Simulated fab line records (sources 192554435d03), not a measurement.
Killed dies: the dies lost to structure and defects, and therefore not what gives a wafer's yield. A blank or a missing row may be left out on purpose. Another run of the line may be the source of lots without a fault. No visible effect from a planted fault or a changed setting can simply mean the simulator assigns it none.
fab line records    flow n5-finfet
record lots=7  wafers=21
route steps=1938 shown BEOL_M11@1546 BEOL_M13@1705 BEOL_M15@1773
start-h: the number of hours between the record's first day and the start of the first shown wafer of the lot    wait-h: time in hours since the lot's previous step    " the same as in the row above    L1.1+2: one row covering several wafers at once    - value missing, or start not given    * or withheld: withheld    < > ~ a bound
route shown NAME@n: NAME is a module with steps in the file, n the number in the route of the first one    usual: the fault-free wafers' mean and standard deviation    same: alike in all rows    chamber/n: place in a boat    sites: each site's reading    _std_site: the standard deviation of these    _edge_site: outer sites' mean less inner sites'    radius-mm: how far each site lies from the wafer's centre    mask NAME#n: copy n    behind: the last tool/chamber to shape the wafer    hold: why the lot was held/for how many hours/how that ended    device: names the non-switching transistor (n, p or np)    end of line: tests of these same wafers at the route's end    a step without rows: its recipe alone    killed: dies that structure and defects cost at the first sort, which is not the same as the wafer's yield    map: the dies of a wafer, with x for killed, . for not killed, _ for no die there
set.NAME: the setting as run; set.NAME@STEP: as run at that earlier step    model.NAME: the simulator's own value behind a step, which no gauge read
one table per step and one row per wafer, for lots whose settings were changed on purpose
## steps
# step N5_BEOL_M11_EXPOSE_08
# recipe mask-id=M11  na=1.35  source-shape=dipole  sigma-inner=0.411  sigma-outer=0.611  polarization=te  dose-mj=53.75
lot.wafer   tool             chamber  start-h  wait-h  mask   set.dose-mj
L078.1      arfi-scanner-01  0        290.84   -       M11#0  52.29
L078.2+6    "                0        "        "       M11#0  53.75
L079.4+6    arfi-scanner-02  0        299.03   -       M11#0  57.18
L079.5      "                0        "        "       M11#0  53.75
L082.2+4+6  arfi-scanner-03  0        319.27   -       M11#0  53.75
L088.2+6    arfi-scanner-03  0        351.98   -       M11#0  50.42
L088.5      "                0        "        "       M11#0  53.75
L090.2+3+6  arfi-scanner-03  0        362.86   -       M11#0  53.75
L092.1+6    arfi-scanner-01  0        363.72   -       M11#0  55.86
L092.5      "                0        "        "       M11#0  53.75
L094.3+5+6  arfi-scanner-02  0        373.42   -       M11#0  53.75
# step N5_BEOL_M11_PEB_09
# recipe peb-temp-c=withheld  peb-time-s=60  resist=CAR-ArF
# step N5_BEOL_M11_DEVELOP_10
# recipe develop-time-s=30  developer=TMAH  resist=CAR-ArF  rinse-liquid=diw  dry=air-spin  dev-temp-c=23
# step N5_BEOL_M11_CD_MEAS_11
# recipe target-cd-nm=64.1  landing-energy-ev=500  detector=se-inlens  polarity=opening
# usual cd-nm=64.2/0.51
lot.wafer  tool       chamber  start-h  wait-h  set.dose-mj@BEOL_M11_EXPOSE_08  cd-nm
L078.1     cd-sem-01  0        290.97   -       52.29                           62.6
L078.2     "          0        "        "       53.75                           64.7
L078.6     "          0        "        "       53.75                           64.7
L079.4     cd-sem-01  0        299.15   -       57.18                           67.8
L079.5     "          0        "        "       53.75                           64.1
L079.6     "          0        "        "       57.18                           67.5
L082.2     cd-sem-01  0        319.40   -       53.75                           64.8
L082.4     "          0        "        "       53.75                           64.7
L082.6     "          0        "        "       53.75                           64.9
L088.2     cd-sem-02  0        352.10   -       50.42                           60.2
L088.5     "          0        "        "       53.75                           64.1
L088.6     "          0        "        "       50.42                           60.6
L090.2     cd-sem-01  0        362.98   -       53.75                           64.1
L090.3     "          0        "        "       53.75                           63.8
L090.6     "          0        "        "       53.75                           65.0
L092.1     cd-sem-03  0        363.85   -       55.86                           66.2
L092.5     "          0        "        "       53.75                           64.3
L092.6     "          0        "        "       55.86                           66.0
L094.3     cd-sem-02  0        373.54   -       53.75                           63.4
L094.5     "          0        "        "       53.75                           63.4
L094.6     "          0        "        "       53.75                           62.9
# step N5_BEOL_M11_DESCUM_16
# recipe chemistry=O2  time-s=7.9  source-power-w=50  bias-power-w=20  pressure-mtorr=20  rf-frequency-hz=2.712e+07  temp-c=40  resist=CAR-ArF  o2-flow-sccm=225
# step N5_BEOL_M11_ETCH_61
# recipe chemistry=CF4  target=SiARC  target-depth-a=390  mask-material=CAR-ArF  time-s=65  ion-energy-ev=80  pressure-mtorr=40  source-w=545  bias-w=36  Ar_flow_sccm=100  cf4-flow-sccm=100  ends=cleared
lot.wafer  tool         chamber  start-h  wait-h  set.dose-mj@BEOL_M11_EXPOSE_08  model.BEOL_M11.cd-offset-nm
L078.1     rie-diel-06  0        291.28   0.0     52.29                           -1.2
L078.2     "            2        "        "       53.75                           0.6
L078.6     "            0        "        "       53.75                           0.4
L079.4     rie-diel-05  1        299.29   0.0     57.18                           3.8
L079.5     "            2        "        "       53.75                           0
L079.6     "            3        "        "       57.18                           3.2
L082.2+6   rie-diel-05  2,3      319.52   0.0     53.75                           0.8
L082.4     "            0        "        "       53.75                           0.6
L088.2     rie-diel-06  0        352.25   0.0     50.42                           -3.6
L088.5     "            2        "        "       53.75                           0
L088.6     "            3        "        "       50.42                           -3.8
L090.2+3   rie-diel-06  3,1      363.11   0.0     53.75                           0
L090.6     "            2        "        "       53.75                           0.8
L092.1     rie-diel-06  2        364.25   0.0     55.86                           2.4
L092.5     "            1        "        "       53.75                           0
L092.6     "            0        "        "       55.86                           2
L094.3     rie-diel-05  1        373.67   0.0     53.75                           -0.2
L094.5     "            1        "        "       53.75                           -0.6
L094.6     "            0        "        "       53.75                           -0.8
# step N5_BEOL_M11_ETCH_62
# recipe chemistry=N2/H2  target=SOC  target-depth-a=1100  overetch-a=220  mask-material=SiARC  temp-c=40  time-s=165  ion-energy-ev=200  pressure-mtorr=30  source-w=840  bias-w=150  n2-flow-sccm=200  h2-flow-sccm=200
lot.wafer  tool         chamber  start-h  wait-h  set.spin-rpm@BEOL_M11_COAT_59  set.dose-mj@BEOL_M11_EXPOSE_08  model.etch.depth-nm  model.BEOL_M11.cd-offset-nm
L078.1     rie-diel-06  0        291.33   0.0     1500                           52.29                           100.2                -1.2
L078.2     "            2        "        "       1376                           53.75                           104.9                0.6
L078.6     "            0        "        "       1500                           53.75                           100.2                0.2
L079.4     rie-diel-05  1        299.38   0.1     1500                           57.18                           100.2                4
L079.5     "            2        "        "       1500                           53.75                           100                  -0.2
L079.6     "            3        "        "       1500                           57.18                           100.3                3.2
L082.2     rie-diel-05  2        319.57   0.0     1500                           53.75                           100.1                0.8
L082.4     "            0        "        "       1500                           53.75                           100.1                0.6
L082.6     "            3        "        "       1500                           53.75                           100.3                0.6
L088.2     rie-diel-06  0        352.30   0.0     1500                           50.42                           100.4                -3.6
L088.5     "            2        "        "       1355                           53.75                           105.2                0.2
L088.6     "            3        "        "       1500                           50.42                           100.2                -3.8
L090.2     rie-diel-06  3        363.16   0.0     1550                           53.75                           98.31                -0.4
L090.3     "            1        "        "       1550                           53.75                           98.52                -0.4
L090.6     "            2        "        "       1500                           53.75                           100.1                0.8
L092.1     rie-diel-06  2        364.30   0.0     1500                           55.86                           99.94                2.6
L092.5     "            1        "        "       1500                           53.75                           99.8                 0
L092.6     "            0        "        "       1500                           55.86                           99.97                2
L094.3     rie-diel-05  1        373.72   0.0     1436                           53.75                           102.5                -0.2
L094.5     "            1        "        "       1500                           53.75                           99.94                -0.4
L094.6     "            0        "        "       1500                           53.75                           100.3                -0.6
# step N5_BEOL_M11_STRIP_68
# recipe chemistry=N2/H2  temp-c=40  n2-flow-sccm=200  h2-flow-sccm=200  rf-frequency-hz=6e+07
# step N5_BEOL_M11_STRIP_67
# recipe chemistry=CF4  resist=SiARC  power-w=300  bias-power-w=75  pressure-mtorr=50  cf4-flow-sccm=150  rf-frequency-hz=6e+07
# step N5_BEOL_M11_HM_OPEN_17
# recipe chemistry=Cl2/BCl3  target-depth-a=200  overetch-a=60  target=TiN  mask-material=SOC  ion-energy-ev=150  pressure-mtorr=10  icp-w=1000  bias-w=126  Cl2_flow_sccm=53.25  bcl3-flow-sccm=21.75  Ar_flow_sccm=25
# step N5_BEOL_M11_STRIP_19
# recipe chemistry=O2  power-w=400  temp-c=40  pressure-mtorr=30  rf-frequency-hz=6e+07  bias-power-w=0  overash-fraction=0.2  o2-flow-sccm=225
# step N5_BEOL_M11_CD_MEAS_18
# recipe pitch-nm=140  target-cd-nm=70
# usual cd-nm=70.0/0.52
lot.wafer  tool       chamber  start-h  wait-h  set.dose-mj@BEOL_M11_EXPOSE_08  cd-nm
L078.1     cd-sem-02  -        291.71   0.0     52.29                           68.8
L078.2     "          -        "        "       53.75                           71.0
L078.6     "          -        "        "       53.75                           70.1
L079.4     cd-sem-01  -        299.69   0.1     57.18                           74.1
L079.5     "          -        "        "       53.75                           70.0
L079.6     "          -        "        "       57.18                           73.1
L082.2     cd-sem-03  -        319.94   0.1     53.75                           70.6
L082.4     "          -        "        "       53.75                           70.6
L082.6     "          -        "        "       53.75                           70.3
L088.2     cd-sem-03  -        352.67   0.1     50.42                           66.5
L088.5     "          -        "        "       53.75                           70.1
L088.6     "          -        "        "       50.42                           66.1
L090.2     cd-sem-03  -        363.52   0.1     53.75                           69.5
L090.3     "          -        "        "       53.75                           69.6
L090.6     "          -        "        "       53.75                           70.7
L092.1     cd-sem-02  -        364.76   0.0     55.86                           72.7
L092.5     "          -        "        "       53.75                           70.1
L092.6     "          -        "        "       55.86                           72.2
L094.3     cd-sem-03  -        374.09   0.1     53.75                           69.9
L094.5     "          -        "        "       53.75                           70.0
L094.6     "          -        "        "       53.75                           69.3
# step N5_BEOL_M11_TRENCH_ETCH_37
# recipe chemistry=C4F6/O2  target-depth-a=1488.3  target=SiCOH_lowk  time-s=48  ion-energy-ev=250  pressure-mtorr=30  source-w=345  bias-w=185  Ar_flow_sccm=300  C4F6_flow_sccm=10  O2_flow_sccm=10
lot.wafer  tool         chamber  start-h  wait-h  set.time-s  model.etch.depth-nm  model.BEOL_M11.feature-depth-nm
L078.1     rie-diel-06  2        -        -       38.46       118.9                118.8
L078.2     "            0        "        "       38.46       121.4                121.4
L078.6     "            1        "        "       38.46       117.1                117.2
L079.4     rie-diel-02  2        -        -       48          151.1                151
L079.5     "            3        "        "       48          150.8                150.8
L079.6     "            2        "        "       48          152.7                152.8
L082.2     rie-diel-06  3        -        -       48          146.1                146
L082.4     "            1        "        "       48          147.8                147.8
L082.6     "            3        "        "       48          145.7                145.6
L088.2     rie-diel-02  3        -        -       48          149.4                149.4
L088.5     "            1        "        "       48          149.3                149.4
L088.6     "            0        "        "       48          147.3                147.4
L090.2     rie-diel-06  3        -        -       48          147.7                147.6
L090.3     "            0        "        "       48          153.3                153.2
L090.6     "            1        "        "       48          148.5                148.6
L092.1     rie-diel-02  1        -        -       48          149.4                149.4
L092.5     "            2        "        "       55.26       172.8                172.8
L092.6     "            1        "        "       55.26       172.6                172.6
L094.3     rie-diel-02  1        -        -       48          148                  148
L094.5     "            2        "        "       48          149.6                149.6
L094.6     "            3        "        "       53.22       165.7                165.8
# step N5_BEOL_M11_ETCH_41
# recipe chemistry=CH3F/O2  target=SiCN  target-depth-a=426  taper-deg=2  time-s=86  ion-energy-ev=120  mask-material=TiN  pressure-mtorr=30  source-w=395  bias-w=75  Ar_flow_sccm=150  CH3F_flow_sccm=30  O2_flow_sccm=20
# step N5_BEOL_M11_STRIP_77
# recipe chemistry=N2/H2  time-s=10  power-w=450  temp-c=40  pressure-mtorr=20  rf-frequency-hz=6e+07  bias-power-w=7  n2-flow-sccm=200  h2-flow-sccm=200
# step N5_BEOL_M11_OCD_MEAS_38
# usual trench-depth-nm=148.2/2.3
lot.wafer  tool    chamber  start-h  wait-h  set.time-s@BEOL_M11_TRENCH_ETCH_37  trench-depth-nm
L078.1     ocd-01  -        294.29   -       38.46                               118.9
L078.2     "       -        "        "       38.46                               121.4
L078.6     "       -        "        "       38.46                               117.3
L079.4     ocd-01  -        300.95   -       48                                  150.3
L079.5     "       -        "        "       48                                  150.4
L079.6     "       -        "        "       48                                  152.5
L082.2     ocd-01  -        322.07   -       48                                  146.2
L082.4     "       -        "        "       48                                  148.0
L082.6     "       -        "        "       48                                  146.3
L088.2     ocd-02  -        356.03   -       48                                  149.2
L088.5     "       -        "        "       48                                  149.6
L088.6     "       -        "        "       48                                  147.7
L090.2     ocd-01  -        364.96   -       48                                  147.6
L090.3     "       -        "        "       48                                  153.0
L090.6     "       -        "        "       48                                  148.6
L092.1     ocd-02  -        365.77   -       48                                  149.3
L092.5     "       -        "        "       55.26                               172.7
L092.6     "       -        "        "       55.26                               172.9
L094.3     ocd-02  -        376.31   -       48                                  147.5
L094.5     "       -        "        "       48                                  149.7
L094.6     "       -        "        "       53.22                               165.9
# step N5_BEOL_M11_HM_STRIP_39
# recipe chemistry=peroxide-tin-strip  material=TiN  target-depth-a=250  temp-c=50  time-s=158
# step N5_BEOL_M11_SRD_40
# recipe time-s=30  temp-c=23  rinse-liquid=diw  dry=ipa-marangoni
# step N5_BEOL_M11_PRECLEAN_42
# recipe chemistry=residue-remover  time-s=60  temp-c=40
# step N5_BEOL_M11_SRD_43
# recipe time-s=30  temp-c=23  rinse-liquid=diw  dry=ipa-marangoni
# step N5_BEOL_M11_CD_MEAS_35
# recipe target-cd-nm=70  polarity=opening
# usual cd-nm=70.0/0.54
lot.wafer  tool       chamber  start-h  wait-h  set.dose-mj@BEOL_M11_EXPOSE_08  cd-nm
L078.1     cd-sem-03  -        294.44   0.0     52.29                           68.3
L078.2     "          -        "        "       53.75                           70.2
L078.6     "          -        "        "       53.75                           69.9
L079.4     cd-sem-03  -        301.10   0.0     57.18                           73.8
L079.5     "          -        "        "       53.75                           69.7
L079.6     "          -        "        "       57.18                           73.2
L082.2     cd-sem-02  -        322.23   0.0     53.75                           70.4
L082.4     "          -        "        "       53.75                           70.8
L082.6     "          -        "        "       53.75                           70.9
L088.2     cd-sem-01  -        356.19   0.0     50.42                           66.7
L088.5     "          -        "        "       53.75                           70.6
L088.6     "          -        "        "       50.42                           66.3
L090.2     cd-sem-02  -        365.12   0.0     53.75                           70.0
L090.3     "          -        "        "       53.75                           69.2
L090.6     "          -        "        "       53.75                           70.9
L092.1     cd-sem-02  -        365.93   0.0     55.86                           72.4
L092.5     "          -        "        "       53.75                           70.3
L092.6     "          -        "        "       55.86                           72.1
L094.3     cd-sem-01  -        376.47   0.0     53.75                           69.9
L094.5     "          -        "        "       53.75                           69.3
L094.6     "          -        "        "       53.75                           69.6
# step N5_BEOL_M11_ALD_74
# recipe material=TaN  target-thk-a=20  temp-c=275  ald-precursor-family=PDMAT  ald-co-reactant=NH3  pressure-torr=3  carrier-flow-sccm=1500  pulse-time-s=2  purge-time-s=3  co-reactant-purge-time-s=2  co-reactant-pulse-time-s=3  ald-cycles=40  precursor-vessel-temp-c=75  precursor-vessel-pressure-torr=26.25  precursor-vessel-carrier-sccm=1000
lot.wafer   tool          chamber  start-h  wait-h  set.ald-cycles  model.TaN_of_BEOL_M11_ALD_74.thk-nm
L078.1      ald-metal-04  2        295.32   0.0     46              2.2
L078.2+6    "             1,2      "        "       40              2
L079.4+6    ald-metal-04  1        301.56   0.0     35              1.8
L079.5      "             2        "        "       40              2
L082.2+4+6  ald-metal-01  1,3,0    323.06   0.1     40              2
L088.2      ald-metal-01  3        356.87   0.0     42              2
L088.5+6    "             0,3      "        "       40              2
L090.2+6    ald-metal-04  1,0      366.12   0.3     33              1.6
L090.3      "             2        "        "       40              2
L092.1+5+6  ald-metal-01  2,2,1    367.11   0.0     40              2
L094.3+5    ald-metal-01  0,3      377.19   0.2     40              2
L094.6      "             0        "        "       46              2.4
# step N5_BEOL_M11_SURFACE_TREAT_76
# recipe gas=Ar  time-s=*  ion-energy-ev=*  ion-current-ma-cm2=0.5  pressure-mtorr=*  ar-flow-sccm=30
# step N5_BEOL_M11_CVD_75
# recipe material=Co  target-thk-a=20  temp-c=withheld  precursor=CCTBA/H2  pressure-torr=30  time-s=138.9
# step N5_BEOL_M11_ECD_50
# recipe material=Cu  target-thk-a=3180
# step N5_BEOL_M11_ANNEAL_51
# recipe temp-c=225  time-s=90  ambient=N2
# step N5_BEOL_M11_CMP_52
# recipe stop-on=SiCOH_lowk  t-overpolish-s=7  down-force-psi=1  platen-rpm=50  clearing-platen-down-force-psi=1.5  clearing-platen-rpm=50  post-cmp-clean=cu-alkaline  target-thk-nm=140  clearing-platen-pad-velocity-m-s=0.99484  pad-velocity-m-s=0.99484
lot.wafer  tool    chamber  start-h  wait-h  set.time-s@BEOL_M11_TRENCH_ETCH_37  model.Cu_of_BEOL_M11_ECD_50.thk-nm
L078.2     cmp-01  0        297.38   0.2     38.46                               111.8
L078.1     "       3        "        "       38.46                               109.4
L078.6     "       0        "        "       38.46                               108.2
L079.4     cmp-04  3        303.75   0.2     48                                  144.2
L079.5     "       2        "        "       48                                  143.6
L079.6     "       3        "        "       48                                  145.2
L082.4     cmp-01  3        324.18   0.2     48                                  140.2
L082.2     "       0        "        "       48                                  137.4
L082.6     "       3        "        "       48                                  136.8
L088.2     cmp-02  3        358.10   0.2     48                                  141
L088.5     "       2        "        "       48                                  141.8
L088.6     "       3        "        "       48                                  139.4
L090.2     cmp-04  3        368.11   0.2     48                                  140.6
L090.3     "       0        "        "       48                                  146.4
L090.6     "       3        "        "       48                                  142
L092.1     cmp-01  1        368.36   0.3     48                                  141.2
L092.5     "       1        "        "       55.26                               163.6
L092.6     "       2        "        "       55.26                               164.8
L094.3     cmp-02  0        380.42   0.3     48                                  140
L094.6     "       0        "        "       53.22                               157.2
L094.5     "       1        "        "       48                                  139.8
# step N5_BEOL_M11_THK_MEAS_53
# recipe thk-meas-gauge=xrf  reads=Cu_of_BEOL_M11_ECD_50
# usual M11_THK=141.5/2.7
lot.wafer  tool           chamber  start-h  wait-h  set.time-s@BEOL_M11_TRENCH_ETCH_37  M11_THK[nm]
L078.1     film-metro-02  -        297.67   -       38.46                               110.4
L078.2     "              -        "        "       38.46                               112.5
L078.6     "              -        "        "       38.46                               109.6
L079.4     film-metro-02  -        304.01   -       48                                  146.5
L079.5     "              -        "        "       48                                  144.8
L079.6     "              -        "        "       48                                  146.7
L082.2     film-metro-01  -        324.44   -       48                                  138.9
L082.4     "              -        "        "       48                                  141.2
L082.6     "              -        "        "       48                                  138.5
L088.2     film-metro-01  -        358.35   -       48                                  144.4
L088.5     "              -        "        "       48                                  145.2
L088.6     "              -        "        "       48                                  143.3
L090.2     film-metro-02  -        368.37   -       48                                  141.7
L090.3     "              -        "        "       48                                  146.9
L090.6     "              -        "        "       48                                  142.9
L092.1     film-metro-01  -        368.67   0.3     48                                  143.4
L092.5     "              -        "        "       55.26                               166.0
L092.6     "              -        "        "       55.26                               167.1
L094.3     film-metro-02  -        380.71   -       48                                  140.9
L094.5     "              -        "        "       48                                  140.3
L094.6     "              -        "        "       53.22                               157.7
# step N5_BEOL_M11_PRE_CLEAN_55
# recipe gas=NH3  time-s=15  temp-c=withheld  rf-power-w=300
# step N5_BEOL_M11_DEP_56
# recipe material=SiCN  target-thk-a=300  temp-c=withheld  precursor=3MS/NH3  pressure-torr=3  rf-w=675  time-s=10.5
# step N5_BEOL_M11_RS_MEAS_57
# recipe thk-meas-gauge=four-point-probe  reads=Cu_of_BEOL_M11_ECD_50+Co_of_BEOL_M11_CVD_75+TaN_of_BEOL_M11_ALD_74
# usual M11_RS=0.151/0.0031
lot.wafer  tool           chamber  start-h  wait-h  set.time-s@BEOL_M11_TRENCH_ETCH_37  M11_RS[ohm/sq]
L078.1     film-metro-02  -        297.80   0.0     38.46                               0.199
L078.2     "              -        "        "       38.46                               0.194
L078.6     "              -        "        "       38.46                               0.201
L079.4     film-metro-02  -        304.14   0.0     48                                  0.146
L079.5     "              -        "        "       48                                  0.146
L079.6     "              -        "        "       48                                  0.145
L082.2     film-metro-01  -        324.57   0.0     48                                  0.154
L082.4     "              -        "        "       48                                  0.150
L082.6     "              -        "        "       48                                  0.155
L088.2     film-metro-02  -        358.48   0.0     48                                  0.150
L088.5     "              -        "        "       48                                  0.149
L088.6     "              -        "        "       48                                  0.152
L090.2     film-metro-02  -        368.49   0.0     48                                  0.150
L090.3     "              -        "        "       48                                  0.144
L090.6     "              -        "        "       48                                  0.149
L092.1     film-metro-02  -        368.81   0.1     48                                  0.149
L092.5     "              -        "        "       55.26                               0.127
L092.6     "              -        "        "       55.26                               0.126
L094.3     film-metro-01  -        380.84   0.0     48                                  0.151
L094.5     "              -        "        "       48                                  0.151
L094.6     "              -        "        "       53.22                               0.133
# step N5_BEOL_M13_SPUTTER_43
# recipe material=TaN  target-thk-a=150  temp-c=50  bias-v=168.6  power-w=15000  chamber-pressure-pa=0.12  time-s=24.19
lot.wafer   tool            chamber  start-h  wait-h  set.time-s  model.TaN_of_BEOL_M13_SPUTTER_43.thk-nm
L078.1      pvd-sputter-02  -        311.12   0.0     24.19       15
L078.2+6    "               -        "        "       24.19       14.8
L079.4      pvd-sputter-02  -        314.84   0.0     21.57       13.4
L079.5      "               -        "        "       21.57       13.2
L079.6      "               -        "        "       24.19       14.8
L082.2      pvd-sputter-01  -        333.73   0.0     24.19       14.8
L082.4      "               -        "        "       24.19       15
L082.6      "               -        "        "       24.19       15.2
L088.2+5+6  pvd-sputter-03  -        367.99   0.0     24.19       15
L090.2      pvd-sputter-02  -        379.45   0.0     24.19       14.8
L090.3+6    "               -        "        "       24.19       15
L092.1+6    pvd-sputter-01  -        379.89   0.0     24.19       15
L092.5      "               -        "        "       27.78       17
L094.3+6    pvd-sputter-01  -        393.36   0.0     26.25       16.2
L094.5      "               -        "        "       24.19       14.8
# step N5_BEOL_M15_ILD_DEP_00
# recipe material=SiO2  target-thk-a=16293  temp-c=400  precursor=TEOS/O2  pressure-torr=6.5  rf-w=900  teos-flow-sccm=161.4  gas=O2  flow-sccm=2650  time-s=346.1
lot.wafer  tool      chamber  start-h  wait-h  set.time-s  model.SiO2_of_BEOL_M15_ILD_DEP_00.thk-nm
L078.1     pecvd-01  2        316.97   0.0     346.1       1602
L078.2     "         1        "        "       346.1       1633
L078.6     "         0        "        "       346.1       1648
L079.4     pecvd-02  0        320.77   0.1     346.1       1665
L079.5     "         2        "        "       346.1       1641
L079.6     "         1        "        "       346.1       1635
L082.2     pecvd-02  0        340.78   0.0     346.1       1639
L082.4+6   "         0,2      "        "       346.1       1680
L088.2     pecvd-01  1        377.44   0.0     391.9       1863
L088.5     "         2        "        "       391.9       1839
L088.6     "         0        "        "       346.1       1646
L090.2     pecvd-03  2        388.50   0.0     390.4       1823
L090.3     "         1        "        "       390.4       1824
L090.6     "         1        "        "       346.1       1658
L092.1     pecvd-02  2        389.71   0.0     346.1       1611
L092.5     "         0        "        "       346.1       1655
L092.6     "         2        "        "       346.1       1647
L094.3     pecvd-01  0        404.41   0.0     346.1       1622
L094.5     "         1        "        "       346.1       1673
L094.6     "         2        "        "       346.1       1629
# step N5_BEOL_M15_THK_MEAS_01
# recipe reads=SiO2_of_BEOL_M15_ILD_DEP_00
# usual M15_ILD_THK=1636/20
lot.wafer  tool           chamber  start-h  wait-h  set.time-s@BEOL_M15_ILD_DEP_00  M15_ILD_THK[nm]
L078.1     film-metro-01  -        317.22   0.1     346.1                           1602
L078.2     "              -        "        "       346.1                           1633
L078.6     "              -        "        "       346.1                           1647
L079.4     film-metro-01  -        320.92   0.0     346.1                           1666
L079.5     "              -        "        "       346.1                           1642
L079.6     "              -        "        "       346.1                           1635
L082.2     film-metro-02  -        341.03   0.1     346.1                           1640
L082.4     "              -        "        "       346.1                           1680
L082.6     "              -        "        "       346.1                           1681
L088.2     film-metro-02  -        377.69   0.1     391.9                           1864
L088.5     "              -        "        "       391.9                           1840
L088.6     "              -        "        "       346.1                           1645
L090.2     film-metro-02  -        388.75   0.1     390.4                           1823
L090.3     "              -        "        "       390.4                           1825
L090.6     "              -        "        "       346.1                           1657
L092.1     film-metro-02  -        389.96   0.1     346.1                           1610
L092.5     "              -        "        "       346.1                           1656
L092.6     "              -        "        "       346.1                           1648
L094.3     film-metro-02  -        404.66   0.1     346.1                           1622
L094.5     "              -        "        "       346.1                           1673
L094.6     "              -        "        "       346.1                           1630
## key
split step=N5_BEOL_M11_EXPOSE_08  setting=dose-mj  stated=53.75  by=wafer
response step=N5_BEOL_M11_CD_MEAS_11  reading=cd-nm  change=+0.568  per=1%  r=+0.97
response step=N5_BEOL_M11_ETCH_61  reading=model.BEOL_M11.cd-offset-nm  change=+0.574  per=1%  r=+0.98
response step=N5_BEOL_M11_ETCH_62  reading=model.BEOL_M11.cd-offset-nm  change=+0.606  per=1%  r=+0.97
response step=N5_BEOL_M11_CD_MEAS_18  reading=cd-nm  change=+0.597  per=1%  r=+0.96
response step=N5_BEOL_M11_CD_MEAS_35  reading=cd-nm  change=+0.605  per=1%  r=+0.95
split step=N5_BEOL_M11_TRENCH_ETCH_37  setting=time-s  stated=48  by=wafer
response step=N5_BEOL_M11_TRENCH_ETCH_37  reading=model.etch.depth-nm  change=+1.55  per=1%  r=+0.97
response step=N5_BEOL_M11_TRENCH_ETCH_37  reading=model.BEOL_M11.feature-depth-nm  change=+1.55  per=1%  r=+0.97
response step=N5_BEOL_M11_OCD_MEAS_38  reading=trench-depth-nm  change=+1.56  per=1%  r=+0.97
response step=N5_BEOL_M11_CMP_52  reading=model.Cu_of_BEOL_M11_ECD_50.thk-nm  change=+1.54  per=1%  r=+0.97
response step=N5_BEOL_M11_THK_MEAS_53  reading=M11_THK  change=+1.55  per=1%  r=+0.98
response step=N5_BEOL_M11_RS_MEAS_57  reading=M11_RS  change=-0.00155  per=1%  r=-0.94
split step=N5_BEOL_M11_ALD_74  setting=ald-cycles  stated=40  by=wafer
response step=N5_BEOL_M11_ALD_74  reading=model.TaN_of_BEOL_M11_ALD_74.thk-nm  change=+0.0197  per=1%  r=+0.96
split step=N5_BEOL_M13_SPUTTER_43  setting=time-s  stated=24.19  by=wafer
response step=N5_BEOL_M13_SPUTTER_43  reading=model.TaN_of_BEOL_M13_SPUTTER_43.thk-nm  change=+0.141  per=1%  r=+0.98
split step=N5_BEOL_M15_ILD_DEP_00  setting=time-s  stated=346.1  by=wafer
response step=N5_BEOL_M15_ILD_DEP_00  reading=model.SiO2_of_BEOL_M15_ILD_DEP_00.thk-nm  change=+14.3  per=1%  r=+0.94
response step=N5_BEOL_M15_THK_MEAS_01  reading=M15_ILD_THK  change=+14.4  per=1%  r=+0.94
split outside-this-file step=N5_BEOL_M11_COAT_59 setting=spin-rpm
# split outside-this-file: this setting was split too, and the file shows its column; the key of that split is in another file
